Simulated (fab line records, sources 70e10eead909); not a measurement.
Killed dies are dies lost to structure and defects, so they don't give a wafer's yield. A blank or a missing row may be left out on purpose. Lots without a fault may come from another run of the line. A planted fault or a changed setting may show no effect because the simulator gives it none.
One fault seen from 2 desks | flow nand_harc | each desk has only its own numbers; what lay behind them comes last

THE DEFECT DESK
What the inspections along the route counted, lot by lot: means of the sampled wafers that have a number. A lot is out of limits, marked OUT, if its mean lies more than 4 standard deviations from the usual mean; the brackets give that distance.
Columns: A = raw_defect_count at NHARC_A_CHANNEL_HOLE_D2_INSPECT_40, usual 280
lot  | first seen here | A
L843 | day 13 16:19    | 329
L845 | day 14 16:20    | 258
L846 | day 15 00:40    | 224
L847 | day 15 09:16    | 315
L849 | day 15 19:41    | 278
L851 | day 16 19:53    | 311
L852 | day 17 20:05    | 259
L858 | day 20 04:44    | 542
L861 | day 21 13:20    | 471
L862 | day 21 14:14    | 387
L864 | day 22 11:32    | 275
L866 | day 22 19:35    | 288
This desk's finding: nothing out of limits on any of the 12 lots.

THE TOOL OWNER'S DESK: har_etch-02
The tool's own readings at NHARC_A_CHANNEL_HOLE_D2_ETCH_25 (etches the open film in C4F8/O2/Ar, time 1040.2 s, target depth 1500 nm): means of the sampled wafers that have a number, for each lot that ran on this tool. A lot is out of limits, marked OUT, if its mean lies more than 4 standard deviations from the usual mean; the brackets give that distance.
Columns: A = drypump_motor_current_A at NHARC_A_CHANNEL_HOLE_D2_ETCH_25, usual 5.80 A; B = he_backside_leak_sccm at NHARC_A_CHANNEL_HOLE_D2_ETCH_25, usual 6.2 sccm; C = o2_flow_sccm at NHARC_A_CHANNEL_HOLE_D2_ETCH_25, usual 31.21 sccm; D = showerhead_plenum_p_Torr at NHARC_A_CHANNEL_HOLE_D2_ETCH_25, usual 3.69 Torr; E = throttle_valve_pct at NHARC_A_CHANNEL_HOLE_D2_ETCH_25, usual 32.234 %
lot  | first seen here | A    | B   | C     | D    | E
L843 | day 13 13:38    | 5.90 | 7.1 | 31.19 | 3.50 | 32.221
L847 | day 15 06:28    | 5.92 | 7.5 | 31.22 | 3.49 | 32.230
L849 | day 15 17:01    | 5.92 | 7.3 | 31.27 | 3.48 | 32.241
L858 | day 20 02:13    | 5.92 | 5.0 | 31.25 | 3.91 | 32.235
L861 | day 21 10:32    | 5.94 | 5.0 | 31.26 | 3.90 | 32.237
This desk's finding: nothing out of limits on any of the 5 lots.

PUT TOGETHER
The defect desk saw nothing out of limits.
The tool owner's desk saw nothing out of limits.

WHAT THE SIMULATOR HAD PUT IN
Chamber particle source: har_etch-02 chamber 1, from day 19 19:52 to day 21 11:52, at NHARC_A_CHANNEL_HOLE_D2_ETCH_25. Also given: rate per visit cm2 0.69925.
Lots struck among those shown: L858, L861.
